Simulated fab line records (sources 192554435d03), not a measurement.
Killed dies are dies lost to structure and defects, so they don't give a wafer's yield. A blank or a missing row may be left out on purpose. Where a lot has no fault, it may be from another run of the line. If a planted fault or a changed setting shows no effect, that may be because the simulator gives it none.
fab line records    flow n5_finfet
record lots=7  wafers=21  last_day=16
route steps=1938 shown BEOL_M0_SAQP@693 BEOL_M0_CUTY@701 PASSIVATION@1936
lots that met no fault: taken from a fault-free run of the same line
start_h: hours from the record's first day to the start of the lot's first wafer shown    wait_h: hours from the lot's prior step to this one    " identical to the entry in the row above    L1.1+2: a row that stands for several wafers    - either no value or no given start    * or withheld: withheld    < > ~ a bound
route shown NAME@n: NAME is a module with steps in the file, n the number in the route of the first one    usual: the fault-free wafers' mean and standard deviation    same: alike in all rows    chamber/n: place in a boat    sites: per-site readings    _std_site: standard deviation of those values    _edge_site: mean of outer sites minus mean of inner sites    radius_mm: for every site, how far away it sits from the centre of the wafer    mask NAME#n: copy n    behind: tool/chamber where the wafer was last shaped    hold: why the lot was held/for how many hours/how that ended    device: names the non-switching transistor (n, p or np)    end of line: the route-end tests of the same wafers    a step with no rows: only its recipe    killed: dies that structure and defects cost at the first sort, which is not the same as the wafer's yield    map: per-die view of a wafer (x killed, . not killed, _ where there is no die)
set.NAME: the setting the step ran with; set.NAME@STEP: the setting that earlier step ran with    model.NAME: the simulator's own value behind a step, which no gauge read
certain route steps with their lots: each step a table, each wafer a row
services: when a tool's chamber went out of use (start_h, in hours from the record's first day, below 0 if earlier), for how many hours, and the reason
## steps
# step N5_BEOL_M0_SAQP_ETCH_88
# recipe chemistry=N2/H2  target=underlayer  target_depth_a=65  time_s=5.2  ion_energy_ev=200  mask_material=CAR-EUV  pressure_mtorr=30  source_w=840  bias_w=150  n2_flow_sccm=200  h2_flow_sccm=200  ends=cleared
# step N5_BEOL_M0_SAQP_ETCH_73
# recipe chemistry=CF4  target=SiARC  target_depth_a=195  mask_material=CAR-EUV  time_s=32.5  ion_energy_ev=80  pressure_mtorr=40  source_w=545  bias_w=36  Ar_flow_sccm=100  cf4_flow_sccm=100  ends=cleared
# usual drypump_motor_current_A=5.3/0.48  etch_rf_on_time_s=32.1/0.72  oes_product_au=0.68/0.09  rf_vpp_V=184.2/1.3  showerhead_plenum_p_Torr=2.15/0.08  throttle_valve_pct=15.62/0.26
lot.wafer  tool         chamber  start_h  wait_h  drypump_motor_current_A  etch_rf_on_time_s  oes_product_au  rf_hours_counter_h  rf_vpp_V  showerhead_plenum_p_Torr  throttle_valve_pct
L298.1     rie_diel-06  0        120.49   0.0     4.8                      32.3               0.64            179                 184.7     2.05                      15.82
L298.2     "            1        "        "       5.8                      31.0               0.85            1                   185.2     2.11                      15.39
L298.4     "            2        "        "       4.6                      32.3               0.59            237                 183.8     2.03                      15.95
L300.1     rie_diel-06  0        128.71   0.0     4.8                      32.0               0.65            182                 183.1     2.05                      15.82
L300.3     "            1        "        "       5.8                      30.9               0.83            4                   183.7     2.11                      15.41
L300.5     "            1        "        "       5.8                      30.9               0.83            -                   182.5     2.11                      15.39
L307.1     rie_diel-02  0        176.37   0.0     5.8                      32.0               0.82            10                  186.4     2.27                      15.31
L307.3     "            2        "        "       5.5                      32.3               0.62            209                 186.4     2.22                      15.94
L307.5     "            0        "        "       5.9                      32.0               0.81            -                   185.0     2.27                      15.31
L308.3     rie_diel-06  3        184.19   0.0     4.8                      32.6               0.61            214                 186.3     2.20                      15.68
L308.4     "            3        "        "       4.8                      32.5               0.61            -                   185.5     2.20                      15.67
L308.5     "            1        "        "       5.8                      30.8               0.78            -                   183.4     2.10                      15.43
L309.1     rie_diel-06  0        193.35   0.0     4.8                      32.5               0.63            202                 182.6     2.04                      15.87
L309.4     "            3        "        "       4.8                      32.5               0.60            -                   183.4     2.20                      15.67
L309.5     "            1        "        "       5.8                      30.8               0.78            -                   184.1     2.10                      15.41
L311.4     rie_diel-04  1        203.78   0.0     5.4                      32.7               0.64            162                 184.2     2.14                      15.56
L311.5     "            1        "        "       5.4                      33.2               0.63            -                   183.6     2.14                      15.57
L311.6     "            2        "        "       5.2                      31.9               0.73            -                   185.4     2.17                      15.24
L314.1     rie_diel-06  2        215.15   0.0     4.7                      31.7               0.81            5                   184.6     2.28                      15.52
L314.4     "            3        "        "       4.8                      31.9               0.60            226                 183.8     2.20                      15.69
L314.5     "            1        "        "       5.8                      31.2               0.77            -                   183.5     2.10                      15.45
# step N5_BEOL_M0_SAQP_CUT_ETCH_46
# recipe chemistry=N2/H2  target=SOC  target_depth_a=1350  overetch_a=270  temp_c=40  time_s=202.5  ion_energy_ev=200  mask_material=SiARC  pressure_mtorr=30  source_w=840  bias_w=150  n2_flow_sccm=200  h2_flow_sccm=200
# usual drypump_motor_current_A=5.3/0.48  rf_vpp_V=524.1/2.8  showerhead_plenum_p_Torr=2.55/0.11  throttle_valve_pct=17.82/0.29
lot.wafer  tool         chamber  start_h  wait_h  drypump_motor_current_A  rf_hours_counter_h  rf_vpp_V  showerhead_plenum_p_Torr  throttle_valve_pct
L298.1     rie_diel-06  0        120.52   0.0     4.8                      179                 520.5     2.43                      17.94
L298.2     "            1        "        "       5.8                      1                   523.1     2.48                      17.40
L298.4     "            2        "        "       4.6                      237                 520.9     2.40                      18.19
L300.1     rie_diel-06  0        128.74   0.0     4.8                      182                 521.5     2.42                      17.94
L300.3     "            1        "        "       5.8                      4                   523.1     2.48                      17.43
L300.5     "            1        "        "       5.8                      -                   524.0     2.48                      17.41
L307.1     rie_diel-02  0        176.41   0.0     5.9                      10                  529.4     2.71                      17.57
L307.3     "            2        "        "       5.5                      209                 526.5     2.64                      18.07
L307.5     "            0        "        "       5.8                      -                   528.6     2.71                      17.55
L308.3     rie_diel-06  3        184.22   0.0     4.8                      214                 525.1     2.64                      17.97
L308.4     "            3        "        "       4.8                      -                   526.8     2.64                      17.98
L308.5     "            1        "        "       5.8                      -                   521.8     2.47                      17.42
L309.1     rie_diel-06  0        193.38   0.0     4.8                      202                 520.2     2.42                      17.99
L309.4     "            3        "        "       4.8                      -                   526.4     2.63                      17.98
L309.5     "            1        "        "       5.8                      -                   521.3     2.47                      17.47
L311.4     rie_diel-04  1        203.81   0.0     5.3                      162                 523.9     2.55                      17.96
L311.5     "            1        "        "       5.3                      -                   523.7     2.55                      17.98
L311.6     "            2        "        "       5.2                      -                   525.1     2.59                      17.61
L314.1     rie_diel-06  2        215.18   0.0     4.7                      5                   528.5     2.72                      17.84
L314.4     "            3        "        "       4.8                      226                 525.7     2.63                      18.00
L314.5     "            1        "        "       5.8                      -                   521.6     2.47                      17.46
# step N5_BEOL_M0_SAQP_STRIP_74
# recipe chemistry=N2/H2  temp_c=40  n2_flow_sccm=200  h2_flow_sccm=200  rf_frequency_hz=6e+07
# step N5_BEOL_M0_SAQP_STRIP_89
# recipe chemistry=N2/H2  temp_c=40  n2_flow_sccm=200  h2_flow_sccm=200  rf_frequency_hz=6e+07
# step N5_BEOL_M0_SAQP_ALD_48
# recipe material=SiO2  target_thk_a=200  temp_c=100  ald_precursor_family=BDEAS  ald_co_reactant=O2-plasma  pulse_time_s=1  co_reactant_pulse_time_s=1  purge_time_s=2  co_reactant_purge_time_s=2  ald_cycles=139  pressure_torr=2
# usual chamber_pressure_Torr=1.999/0.0044  heater_power_outer_w=41/4.2  heater_power_w=79/6.3  precursor_pulse_height_rel=1.001/0.019
# same co_reactant_purge_time_s=2  pulse_time_s=1
lot.wafer  tool        chamber  start_h  wait_h  chamber_pressure_Torr  heater_power_outer_w  heater_power_w  precursor_pulse_height_rel
L298.1     ald_sin-03  3        120.72   0.0     2.010                  41                    78              1.015
L298.2     "           1        "        "       1.997                  45                    81              0.994
L298.4     "           2        "        "       1.998                  34                    70              0.977
L300.1     ald_sin-02  2        128.95   0.0     1.998                  40                    80              0.980
L300.3     "           1        "        "       2.005                  37                    74              0.982
L300.5     "           0        "        "       2.006                  39                    74              1.006
L307.1     ald_sin-02  3        176.61   0.0     1.997                  41                    81              0.998
L307.3     "           2        "        "       2.009                  42                    77              0.995
L307.5     "           1        "        "       2.001                  37                    76              1.001
L308.3     ald_sin-02  0        184.42   0.0     1.999                  39                    75              1.040
L308.4     "           1        "        "       1.998                  36                    76              0.991
L308.5     "           3        "        "       2.000                  42                    84              1.032
L309.1     ald_sin-04  3        193.58   0.0     2.002                  43                    82              1.036
L309.4     "           1        "        "       2.002                  36                    73              0.982
L309.5     "           1        "        "       1.999                  35                    72              1.005
L311.4     ald_sin-04  2        204.01   0.0     2.004                  49                    97              1.005
L311.5     "           3        "        "       1.993                  42                    82              0.970
L311.6     "           2        "        "       1.998                  50                    96              0.998
L314.1     ald_sin-02  0        215.38   0.0     1.999                  38                    75              0.990
L314.4     "           2        "        "       1.998                  40                    80              1.023
L314.5     "           0        "        "       2.004                  38                    73              1.005
# step N5_BEOL_M0_SAQP_ETCH_49
# recipe chemistry=CF4/O2  target_depth_a=370  target=SiO2  pressure_mtorr=40  source_w=535  bias_w=49  Ar_flow_sccm=100  cf4_flow_sccm=100  O2_flow_sccm=10  ion_energy_ev=100
# usual drypump_motor_current_A=5.4/0.48  oes_product_au=0.79/0.1  rf_vpp_V=241/5.9  showerhead_plenum_p_Torr=2.22/0.084  throttle_valve_pct=15.87/0.26
lot.wafer  tool         chamber  start_h  wait_h  drypump_motor_current_A  oes_product_au  rf_hours_counter_h  rf_vpp_V  showerhead_plenum_p_Torr  throttle_valve_pct
L298.1     rie_diel-06  2        121.25   0.3     4.6                      0.69            237                 237       2.09                      16.16
L298.2     "            3        "        "       4.8                      0.71            196                 248       2.28                      15.87
L298.4     "            1        "        "       5.8                      0.97            1                   228       2.17                      15.63
L300.1     rie_diel-02  1        129.53   0.3     6.0                      0.70            217                 243       2.10                      15.71
L300.3     "            0        "        "       5.8                      0.69            249                 237       2.08                      16.03
L300.5     "            3        "        "       5.9                      0.71            -                   245       2.26                      16.12
L307.1     rie_diel-06  3        177.25   0.4     4.8                      0.69            212                 250       2.27                      15.88
L307.3     "            0        "        "       4.8                      0.74            196                 240       2.11                      16.08
L307.5     "            3        "        "       4.8                      0.70            -                   247       2.27                      15.89
L308.3     rie_diel-06  1        184.95   0.3     5.8                      0.91            21                  228       2.16                      15.67
L308.4     "            1        "        "       5.8                      0.91            -                   228       2.16                      15.67
L308.5     "            3        "        "       4.8                      0.69            -                   249       2.27                      15.90
L309.1     rie_diel-02  1        194.10   0.3     6.0                      0.69            240                 242       2.09                      15.77
L309.4     "            2        "        "       5.5                      0.70            -                   248       2.29                      16.19
L309.5     "            0        "        "       5.8                      0.94            -                   240       2.34                      15.57
L311.4     rie_diel-06  0        204.84   0.6     4.8                      0.74            205                 239       2.10                      16.12
L311.5     "            0        "        "       4.8                      0.74            -                   239       2.10                      16.10
L311.6     "            3        "        "       4.8                      0.70            -                   248       2.27                      15.92
L314.1     rie_diel-02  3        215.90   0.3     5.9                      0.99            4                   243       2.25                      15.66
L314.4     "            2        "        "       5.5                      0.69            225                 247       2.28                      16.21
L314.5     "            1        "        "       6.0                      0.67            -                   244       2.08                      15.79
# step N5_BEOL_M0_SAQP_STRIP_75
# recipe chemistry=CF4  resist=SiARC  power_w=300  bias_power_w=75  pressure_mtorr=50  cf4_flow_sccm=150  rf_frequency_hz=6e+07
# usual drypump_motor_current_A=5.4/0.48  oes_product_au=0.182/0.023  rf_vpp_V=271.2/1.7  showerhead_plenum_p_Torr=1.80/0.069  throttle_valve_pct=13.61/0.28
lot.wafer  tool         chamber  start_h  wait_h  drypump_motor_current_A  oes_product_au  rf_hours_counter_h  rf_vpp_V  showerhead_plenum_p_Torr  throttle_valve_pct
L298.1     rie_diel-06  2        121.35   0.1     4.7                      0.162           237                 268.3     1.70                      13.93
L298.2     "            3        "        "       4.8                      0.161           196                 271.9     1.85                      13.65
L298.4     "            1        "        "       5.8                      0.223           1                   269.1     1.76                      13.31
L300.1     rie_diel-02  1        129.63   0.1     6.0                      0.165           217                 268.2     1.70                      13.48
L300.3     "            0        "        "       5.8                      0.160           249                 269.5     1.71                      13.87
L300.5     "            3        "        "       5.9                      0.167           -                   271.8     1.83                      13.86
L307.1     rie_diel-06  3        177.35   0.1     4.8                      0.166           212                 271.3     1.85                      13.68
L307.3     "            0        "        "       4.8                      0.170           196                 269.4     1.72                      13.86
L307.5     "            3        "        "       4.8                      0.168           -                   272.1     1.85                      13.68
L308.3     rie_diel-06  1        185.05   0.1     5.8                      0.208           21                  270.0     1.76                      13.35
L308.4     "            1        "        "       5.8                      0.212           -                   270.9     1.76                      13.35
L308.5     "            3        "        "       4.8                      0.165           -                   271.1     1.85                      13.68
L309.1     rie_diel-02  1        194.20   0.1     6.0                      0.157           240                 268.1     1.69                      13.52
L309.4     "            2        "        "       5.5                      0.167           -                   272.7     1.85                      13.89
L309.5     "            0        "        "       5.8                      0.220           -                   272.1     1.92                      13.33
L311.4     rie_diel-06  0        204.94   0.1     4.8                      0.174           205                 267.8     1.72                      13.88
L311.5     "            0        "        "       4.8                      0.170           -                   268.0     1.72                      13.90
L311.6     "            3        "        "       4.8                      0.159           -                   271.5     1.85                      13.70
L314.1     rie_diel-02  3        216.00   0.1     5.9                      0.229           4                   272.0     1.82                      13.34
L314.4     "            2        "        "       5.5                      0.161           225                 272.5     1.85                      13.95
L314.5     "            1        "        "       6.0                      0.160           -                   268.7     1.69                      13.56
# step N5_BEOL_M0_CUTY_COAT_50
# recipe resist=SiARC  temp_c=220  time_s=60  spin_rpm=1500  resist_thk_nm=15
# step N5_BEOL_M0_CUTY_COAT_51
# recipe resist=CAR-ArF-block  spin_rpm=1500  resist_thk_nm=150
# step N5_BEOL_M0_CUTY_EBR_52
# recipe solvent=PGMEA  ebr_width_mm=1.5
# step N5_BEOL_M0_CUTY_SOFTBAKE_53
# recipe temp_c=110  time_s=60  resist=CAR-ArF-block
# step N5_BEOL_M0_CUTY_EXPOSE_54
# recipe mask_id=M0_ABLK  na=1.35  source_shape=conventional  sigma_outer=0.8  polarization=unpolarized  dose_mj=36
lot.wafer   tool             chamber  start_h  wait_h  mask       model.BEOL_M0_CUTY.overlay_x_nm
L298.1+2+4  arfi_scanner-01  0        121.61   -       M0_ABLK#0  0
L300.1+3+5  arfi_scanner-02  0        129.90   -       M0_ABLK#0  0.2
L307.1+3+5  arfi_scanner-01  0        177.62   -       M0_ABLK#0  6
L308.3+4+5  arfi_scanner-01  0        185.20   -       M0_ABLK#0  6.2
L309.1+4+5  arfi_scanner-01  0        194.47   -       M0_ABLK#0  6.4
L311.4+5+6  arfi_scanner-02  0        205.23   -       M0_ABLK#0  0.2
L314.1+4+5  arfi_scanner-02  0        216.15   -       M0_ABLK#0  0.6
# step N5_BEOL_M0_CUTY_PEB_55
# recipe peb_temp_c=110  peb_time_s=60  resist=CAR-ArF-block
# step N5_BEOL_M0_CUTY_DEVELOP_56
# recipe develop_time_s=30  developer=TMAH  resist=CAR-ArF-block  rinse_liquid=diw  dry=air_spin  dev_temp_c=23
# step N5_BEOL_M0_CUTY_CD_MEAS_57
# recipe target_cd_nm=200  landing_energy_ev=500  detector=se_inlens  polarity=line
# usual cd_nm=199.8/0.88
lot.wafer  tool       chamber  start_h  wait_h  cd_nm
L298.1     cd_sem-01  0        121.74   -       199.7
L298.2     "          0        "        "       198.6
L298.4     "          0        "        "       199.9
L300.1     cd_sem-01  0        130.02   -       200.3
L300.3     "          0        "        "       199.3
L300.5     "          0        "        "       201.7
L307.1     cd_sem-03  0        177.74   -       199.7
L307.3     "          0        "        "       199.0
L307.5     "          0        "        "       198.5
L308.3     cd_sem-01  0        185.32   -       199.5
L308.4     "          0        "        "       199.4
L308.5     "          0        "        "       200.4
L309.1     cd_sem-01  0        194.60   -       197.7
L309.4     "          0        "        "       199.2
L309.5     "          0        "        "       198.7
L311.4     cd_sem-03  0        205.34   -       199.2
L311.5     "          0        "        "       199.8
L311.6     "          0        "        "       200.0
L314.1     cd_sem-03  0        216.27   -       199.5
L314.4     "          0        "        "       201.1
L314.5     "          0        "        "       199.8
# step N5_BEOL_M0_CUTY_OVL_MEAS_58
# recipe points_per_wafer=44
# usual M0_ABLK_OVL=-0.4/0.64
lot.wafer  tool        chamber  start_h  wait_h  M0_ABLK_OVL[nm]
L298.1     overlay-02  0        121.77   0.0     -0.5
L298.2     "           0        "        "       0.8
L298.4     "           0        "        "       0.1
L300.1     overlay-01  0        130.05   0.0     0.4
L300.3     "           0        "        "       0.7
L300.5     "           0        "        "       -0.4
L307.1     overlay-02  0        177.77   0.0     5.0
L307.3     "           0        "        "       5.4
L307.5     "           0        "        "       5.6
L308.3     overlay-02  0        185.35   0.0     5.4
L308.4     "           0        "        "       5.5
L308.5     "           0        "        "       6.1
L309.1     overlay-02  0        194.63   0.0     5.3
L309.4     "           0        "        "       5.7
L309.5     "           0        "        "       5.9
L311.4     overlay-01  0        205.37   0.0     -1.0
L311.5     "           0        "        "       -1.5
L311.6     "           0        "        "       -0.4
L314.1     overlay-01  0        216.30   0.0     0.5
L314.4     "           0        "        "       0.3
L314.5     "           0        "        "       0.1
# step N5_BEOL_M0_CUTY_INSPECT_59
# recipe mode=adi  inspect_instrument=macro
# usual raw_defect_count=2/1.4
lot.wafer  tool               chamber  start_h  wait_h  raw_defect_count
L298.1     defect_inspect-01  -        121.79   0.0     3
L298.2     "                  -        "        "       2
L298.4     "                  -        "        "       2
L300.1     defect_inspect-02  -        130.07   0.0     2
L300.3     "                  -        "        "       3
L300.5     "                  -        "        "       5
L307.1     defect_inspect-02  -        177.79   0.0     2
L307.3     "                  -        "        "       2
L307.5     "                  -        "        "       0
L308.3     defect_inspect-02  -        185.37   0.0     1
L308.4     "                  -        "        "       4
L308.5     "                  -        "        "       1
L309.1     defect_inspect-02  -        194.65   0.0     0
L309.4     "                  -        "        "       0
L309.5     "                  -        "        "       1
L311.4     defect_inspect-02  -        205.39   0.0     2
L311.5     "                  -        "        "       1
L311.6     "                  -        "        "       0
L314.1     defect_inspect-01  -        216.33   0.0     2
L314.4     "                  -        "        "       4
L314.5     "                  -        "        "       1
# step N5_PASSIVATION_PROBE_49
# usual defect_limited_yield=90.9/1.6  killed_at_M0_to_M3=34/11  killed_at_M4_up=14/5.7  killed_at_contacts=13/6.5  killed_at_front_end=43/11  killed_at_other=4/3.1  killed_dies=107/19  killed_open=71/14  killed_short=35/7.9  sort_bin_5_function=5.3/1.1  sort_bin_6_memory=3.4/0.74  sort_n_pass=1073/19  sort_yield_pct=90.9/1.6
# same gross_dies=1180  killed_at_back_side=0  sort_bin_4_leakage[%]=0  sort_bin_8_speed[%]=0
lot.wafer  tool       chamber  start_h  wait_h  defect_limited_yield[%]  killed_at_M0_to_M3  killed_at_M4_up  killed_at_contacts  killed_at_front_end  killed_at_other  killed_dies  killed_open  killed_short  sort_bin_5_function[%]  sort_bin_6_memory[%]  sort_n_pass  sort_yield_pct[%]
L300.1     prober-02  -        302.72   0.0     89.2                     47                  27               14                  36                   4                128          91           37            6.4                     4.1                   1052         89.2
L300.3     prober-02  -        302.82   0.1     90.0                     50                  22               17                  28                   1                118          77           39            5.8                     3.9                   1062         90.0
L300.5     prober-02  -        302.92   0.2     88.7                     71                  12               4                   46                   0                133          88           45            5.4                     5.5                   1047         88.7
# killed by level:class
L300.1 BEOL_M4:geometric_particle:open=17 BEOL_M0_SAQP:geometric_particle:open=14 MOL_CONTACT_COAG:geometric_particle:open=11 BEOL_M0_SAQP:geometric_particle:short=9 BEOL_M2:geometric_particle:open=9 BEOL_M3:geometric_particle:open=8 STI_FIN_REVEAL:geometric_particle:open=6 DUMMY_GATE:geometric_particle:open=6
L300.3 BEOL_M2:geometric_particle:open=14 MOL_CONTACT_COAG:geometric_particle:open=13 BEOL_M0_SAQP:geometric_particle:short=13 BEOL_M3:geometric_particle:open=8 BEOL_M0_SAQP:geometric_particle:open=7 BEOL_M4:geometric_particle:open=7 FIN_SAQP:geometric_particle:open=5 FIN_SAQP:geometric_particle:short=5
L300.5 BEOL_M0_SAQP:geometric_particle:open=23 BEOL_M2:geometric_particle:open=18 BEOL_M0_SAQP:geometric_particle:short=17 FIN_SAQP:geometric_particle:short=7 STI_FIN_REVEAL:geometric_particle:open=7 BEOL_M3:geometric_particle:open=7 BEOL_M4:geometric_particle:open=7 GATE_CUT:geometric_particle:short=6
## services
tool             chamber  start_h  hours  kind
ald_sin-03       -        102.03   0.7    repair
rie_diel-06      1        102.57   -      clean
rie_diel-06      1        102.57   -      consumable_replace:focus_ring
rie_diel-06      1        102.57   14.9   scheduled_down
rie_diel-06      1        102.57   14.9   vent_cycle
rie_diel-04      0        102.72   19.0   repair
ald_sin-02       3        122.39   10.8   repair
ald_sin-03       3        131.97   21.6   repair
arfi_scanner-01  -        142.40   1.9    repair
arfi_scanner-02  -        158.34   1.9    repair
rie_diel-06      2        164.59   -      clean
rie_diel-06      2        164.59   -      consumable_replace:focus_ring
rie_diel-06      2        164.59   -      consumable_replace:showerhead
rie_diel-06      2        164.59   32.4   scheduled_down
arfi_scanner-01  -        167.50   1.3    pm
arfi_scanner-01  -        171.45   1.0    pm
arfi_scanner-02  -        174.83   1.3    pm
ald_sin-04       2        175.42   2.6    repair
ald_sin-03       -        177.74   14.0   pm
arfi_scanner-02  -        182.92   1.0    pm
rie_diel-04      -        189.90   2.8    pm
arfi_scanner-01  -        204.70   1.0    pm
arfi_scanner-01  -        206.28   4.9    pm
ald_sin-04       0        207.03   3.6    repair
## key
first_sign step=N5_BEOL_M0_CUTY_OVL_MEAS_58  reading=M0_ABLK_OVL  direction=up  sigmas=9.3  usual=-0.4  struck=5.5
effect none on later readings
model_effect step=N5_BEOL_M0_CUTY_EXPOSE_54  value=BEOL_M0_CUTY.overlay_x_nm  without=0.06667  struck=6.2
met_at N5_BEOL_M0_CUTY_EXPOSE_54
struck_wafers L307.1,L307.3,L307.5,L308.3,L308.4,L308.5,L309.1,L309.4,L309.5
rows_end L307.1,L307.3,L307.5,L308.3,L308.4,L308.5,L309.1,L309.4,L309.5
onset_between 121.61 177.62
fault kind=scanner_matching_overlay  tool=arfi_scanner-01  chamber=-  onset_h=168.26  steps=N5_BEOL_M0_CUTY_EXPOSE_54  offset=6.1353
# rows_end: these wafers met a further fault down the route, and their rows from its step on are left out
